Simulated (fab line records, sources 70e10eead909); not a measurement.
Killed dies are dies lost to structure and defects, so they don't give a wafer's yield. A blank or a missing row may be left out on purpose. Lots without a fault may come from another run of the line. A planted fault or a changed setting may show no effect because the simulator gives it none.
fab line records | flow nand_harc | part 2 of 2: steps 5 to 6 of 6
record lots=20 wafers=60 last_day=24
route steps=1159 shown P_M2@335 P_BONDPAD@352 A_CHANNEL_HOLE_D1@469
lots that met no fault: from a run of the same line without faults
start_h: hours from the record's first day to the start of the lot's first wafer shown | wait_h: hours since the lot's step before | " the same as in the row above | L1.1+2: a row that stands for several wafers | - no value, or no start given | * or withheld: withheld | < > ~ a bound
route shown NAME@n: a module of which the file shows steps, and the number in the route of the first | usual: mean/standard deviation of fault-free wafers | same: alike in all rows | chamber/n: place in a boat | sites: the reading at each site | _std_site: their standard deviation | _edge_site: outer sites' mean less inner sites' | radius_mm: how far each site lies from the wafer's centre | mask NAME#n: copy n | behind: the tool/chamber that last shaped the wafer | hold: why the lot was held/for how many hours/how that ended | device: the transistor (n, p or np) that didn't switch | end of line: the same wafers' tests at the end of the route | a step without rows: its recipe alone | killed: dies lost to structure and defects at the first sort, not the wafer's yield | map: a wafer's dies, x killed, . not, _ none there
set.NAME: the setting as run; set.NAME@STEP: as run at that earlier step | model.NAME: the simulator's own value behind a step, which no gauge read
steps of the route over a sample of lots; a table a step, a row a wafer
services: from which hour (start_h, from the record's first day; less than 0 if before it) a tool's chamber was out of use, for how many hours, and why
## steps
# step NHARC_P_BONDPAD_PVD_17
# recipe target_thk_a=50 bias_v=168.6 power_w=15000 chamber_pressure_pa=0.12 time_s=8.06 substrate_temp_c=50 material=TaN
# usual substrate_temp_c=50.01/0.1 throttle_valve_pct=29.6/1.4
# columns lot.wafer tool chamber start_h wait_h substrate_temp_c throttle_valve_pct
L074.1 pvd_sputter-01 - - - 49.95 30.7
L074.4 " - " " 50.01 29.0
L074.6 " - " " 50.02 28.7
L075.2 pvd_sputter-03 - - - 49.99 29.9
L075.1 " - " " 50.01 32.4
L075.4 " - " " 50.15 28.6
L076.1 pvd_sputter-03 - - - 50.12 28.9
L076.3 " - " " 50.04 29.9
L076.5 " - " " 50.06 28.9
L077.3 pvd_sputter-03 - - - 50.04 30.0
L077.5 " - " " 49.90 29.8
L077.6 " - " " 49.97 32.4
L080.1 pvd_sputter-03 - - - 50.06 32.4
L080.3 " - " " 50.15 28.4
L080.5 " - " " 50.08 32.2
L081.2 pvd_sputter-03 - - - 50.11 28.8
L081.3 " - " " 49.97 32.5
L081.5 " - " " 49.98 28.7
L083.2 pvd_sputter-03 - - - 50.08 28.6
L083.4 " - " " 50.05 32.2
L083.6 " - " " 50.14 29.7
L084.2 pvd_sputter-03 - - - 49.82 30.1
L084.4 " - " " 49.90 28.4
L084.6 " - " " 49.79 32.4
L082.4 pvd_sputter-03 - - - 49.97 28.3
L082.1 " - " " 50.01 28.7
L082.5 " - " " 50.09 28.8
L085.4 pvd_sputter-03 - - - 49.90 29.9
L085.6 " - " " 50.03 28.8
L085.5 " - " " 49.92 28.6
L086.4 pvd_sputter-03 - - - 49.95 29.9
L086.2 " - " " 49.98 28.6
L086.6 " - " " 50.18 29.8
L088.1 pvd_sputter-01 - - - 50.02 27.7
L088.6 " - " " 49.80 27.8
L088.5 " - " " 49.80 30.7
L089.1 pvd_sputter-02 - - - 49.85 31.1
L089.4 " - " " 49.89 31.7
L089.5 " - " " 49.88 28.3
L091.3 pvd_sputter-02 - - - 49.85 30.2
L091.1 " - " " 50.15 28.3
L091.2 " - " " 50.07 31.6
L090.4 pvd_sputter-02 - - - 50.02 31.5
L090.3 " - " " 50.16 30.5
L090.6 " - " " 49.98 28.1
L092.3 pvd_sputter-03 - - - 49.92 28.4
L092.4 " - " " 50.11 29.7
L092.5 " - " " 49.95 32.0
L093.2 pvd_sputter-01 - - - 50.07 30.4
L093.3 " - " " 50.05 27.7
L093.5 " - " " 49.99 27.9
L095.2 pvd_sputter-03 - - - 49.89 29.9
L095.6 " - " " 50.05 28.3
L095.5 " - " " 49.73 28.6
L096.3 pvd_sputter-01 - - - 50.08 27.9
L096.6 " - " " 50.18 28.1
L096.5 " - " " 49.99 30.9
L097.4 pvd_sputter-01 - - - 49.97 27.9
L097.2 " - " " 50.02 27.6
L097.1 " - " " 49.89 30.6
# step NHARC_A_CHANNEL_HOLE_D1_ETCH_16
# recipe target_depth_a=31000 over_etch_frac=0.3 time_s=806 ion_energy_ev=150 o2_flow_sccm=400 cos_flow_sccm=20 ar_flow_sccm=0 rf_w=500 bias_w=300 chemistry=O2/COS
# usual drypump_motor_current_A=5.66/0.26 mfc_ar_sccm=0.007/0.0074 oes_product_au=1.002/0.011 rf_vpp_V=313.9/2.2 showerhead_plenum_p_Torr=3.11/0.14 throttle_valve_pct=28.329/0.0095
# columns lot.wafer tool chamber start_h wait_h drypump_motor_current_A mfc_ar_sccm oes_product_au rf_hours_counter_h rf_vpp_V showerhead_plenum_p_Torr throttle_valve_pct
L074.1 rie_diel-05 1 - - 5.06 0.011 1.012 1 310.5 2.94 28.320
L074.4 " 2 " " 5.83 0 1.006 1 313.6 3.05 28.337
L074.6 " 0 " " 5.43 0.013 0.999 - 313.8 3.16 28.318
L076.3 rie_diel-08 1 - - 5.59 0 1.020 4 315.4 3.20 28.337
L076.1 " 3 " " 5.77 0.007 1.012 4 311.5 2.94 28.331
L076.5 " 1 " " 5.59 0 1.013 - 315.1 3.20 28.328
L075.1 rie_diel-08 0 - - 5.54 0.003 0.991 5 311.1 3.01 28.330
L075.4 " 1 " " 5.58 0 1.015 4 315.6 3.20 28.333
L075.2 " 3 " " 5.79 0.007 1.017 4 310.8 2.94 28.333
L077.3 rie_diel-08 1 - - 5.62 0 1.014 6 314.7 3.20 28.324
L077.6 " 3 " " 5.78 0.007 1.015 - 311.1 2.94 28.338
L077.5 " 0 " " 5.56 0.003 0.984 - 313.3 3.01 28.333
L081.3 rie_diel-05 2 - - 5.79 0 1.000 3 312.6 3.05 28.346
L081.2 " 0 " " 5.42 0.013 0.990 3 313.6 3.15 28.325
L081.5 " 3 " " 5.92 0.017 0.988 - 312.7 3.02 28.328
L080.3 rie_diel-03 3 - - 5.52 0 1.008 10 316.7 3.31 28.322
L080.1 " 2 " " 6.03 0 0.986 9 312.9 3.01 28.345
L080.5 " 3 " " 5.55 0 0.998 - 317.2 3.31 28.344
L082.1 rie_diel-05 1 - - 5.05 0.011 1.009 3 310.5 2.94 28.318
L082.4 " 2 " " 5.80 0 1.008 5 313.1 3.05 28.314
L082.5 " 1 " " 5.07 0.011 1.011 - 310.3 2.94 28.336
L084.4 rie_diel-03 0 - - 5.88 0.016 0.993 0 313.9 3.10 28.319
L084.2 " 1 " " 6.20 0 0.993 0 314.9 3.22 28.332
L084.6 " 1 " " 6.17 0 1.000 - 314.5 3.22 28.313
L083.4 rie_diel-08 0 - - 5.54 0.003 0.994 7 311.5 3.01 28.334
L083.2 " 1 " " 5.61 0 1.008 7 314.8 3.20 28.329
L083.6 " 0 " " 5.51 0.003 0.999 - 312.3 3.01 28.320
L086.2 rie_diel-08 2 - - 5.58 0.020 1.006 7 318.1 3.34 28.320
L086.4 " 1 " " 5.61 0 1.013 8 314.1 3.20 28.342
L086.6 " 3 " " 5.79 0.007 1.004 - 310.7 2.94 28.334
L085.4 rie_diel-05 3 - - 5.92 0.017 0.994 8 312.7 3.02 28.330
L085.5 " 0 " " 5.37 0.013 0.996 - 313.3 3.15 28.333
L085.6 " 1 " " 5.04 0.011 1.014 - 310.3 2.94 28.323
L089.1 rie_diel-08 2 - - 5.58 0.020 1.002 8 316.4 3.34 28.330
L089.4 " 3 " " 5.79 0.007 1.006 9 311.5 2.94 28.340
L089.5 " 1 " " 5.63 0 1.015 - 315.2 3.20 28.332
L088.1 rie_diel-05 1 - - 5.05 0.011 1.018 7 312.7 2.93 28.328
L088.6 " 1 " " 5.06 0.011 1.014 - 310.4 2.93 28.336
L088.5 " 2 " " 5.81 0 0.990 - 312.2 3.05 28.326
L090.3 rie_diel-08 2 - - 5.56 0.020 1.008 9 317.3 3.34 28.328
L090.4 " 3 " " 5.79 0.007 1.013 10 311.4 2.94 28.331
L090.6 " 1 " " 5.64 0 1.022 - 315.0 3.20 28.331
L091.3 rie_diel-05 0 - - 5.37 0.013 0.986 9 315.7 3.15 28.332
L091.2 " 1 " " 5.08 0.011 1.009 8 312.4 2.93 28.346
L091.1 " 2 " " 5.81 0 1.004 9 312.6 3.05 28.317
L092.3 rie_diel-08 3 - - 5.79 0.007 1.003 10 312.4 2.94 28.346
L092.4 " 1 " " 5.63 0 1.009 11 314.5 3.20 28.334
L092.5 " 0 " " 5.52 0.003 0.997 - 312.4 3.00 28.352
L093.3 rie_diel-08 2 - - 5.56 0.020 0.998 10 316.2 3.34 28.327
L093.2 " 0 " " 5.50 0.003 0.991 12 312.4 3.00 28.328
L093.5 " 3 " " 5.78 0.007 1.012 - 310.8 2.94 28.347
L095.2 rie_diel-03 3 - - 5.54 0 1.001 5 317.5 3.30 28.327
L095.5 " 2 " " 6.01 0 0.995 - 313.0 3.00 28.321
L095.6 " 3 " " 5.53 0 1.014 - 317.2 3.30 28.328
L096.3 rie_diel-03 1 - - 6.16 0 1.006 6 315.5 3.22 28.317
L096.6 " 2 " " 6.02 0 0.998 - 312.7 3.00 28.335
L096.5 " 3 " " 5.56 0 1.020 - 317.2 3.30 28.318
L097.1 rie_diel-05 1 - - 5.04 0.011 1.015 10 311.1 2.93 28.327
L097.4 " 2 " " 5.79 0 1.004 12 312.7 3.05 28.323
L097.2 " 3 " " 5.92 0.017 0.988 11 314.5 3.02 28.322
## services
# columns tool chamber start_h hours kind
rie_diel-04 2 111.87 8.5 repair
rie_diel-04 - 111.90 9.0 pm
rie_diel-08 - 124.80 9.0 pm
rie_diel-13 0 153.78 4.4 repair
cmp-03 - 157.67 0.6 repair
cmp-03 - 161.98 4.0 pm
rie_diel-13 0 165.81 11.9 repair
cmp-03 - 172.53 1.9 repair
rie_diel-04 2 178.37 1.5 repair
rie_diel-13 0 180.61 1.3 repair
rie_diel-04 - 195.89 0.3 repair
rie_diel-04 0 206.22 5.4 repair
rie_diel-04 0 215.23 5.7 repair
rie_diel-06 - 221.35 1.5 repair
rie_diel-06 - 241.20 9.0 pm
pvd_sputter-03 - 243.63 3.9 repair
rie_diel-04 0 246.58 15.6 repair
cmp-03 - 259.98 4.0 pm
pvd_sputter-03 - 261.82 19.4 repair
rie_diel-13 - 276.00 9.0 pm
rie_diel-06 3 278.80 6.3 repair
rie_diel-04 - 289.02 9.0 pm
rie_diel-08 - 301.80 9.0 pm
rie_diel-06 1 310.48 8.3 repair
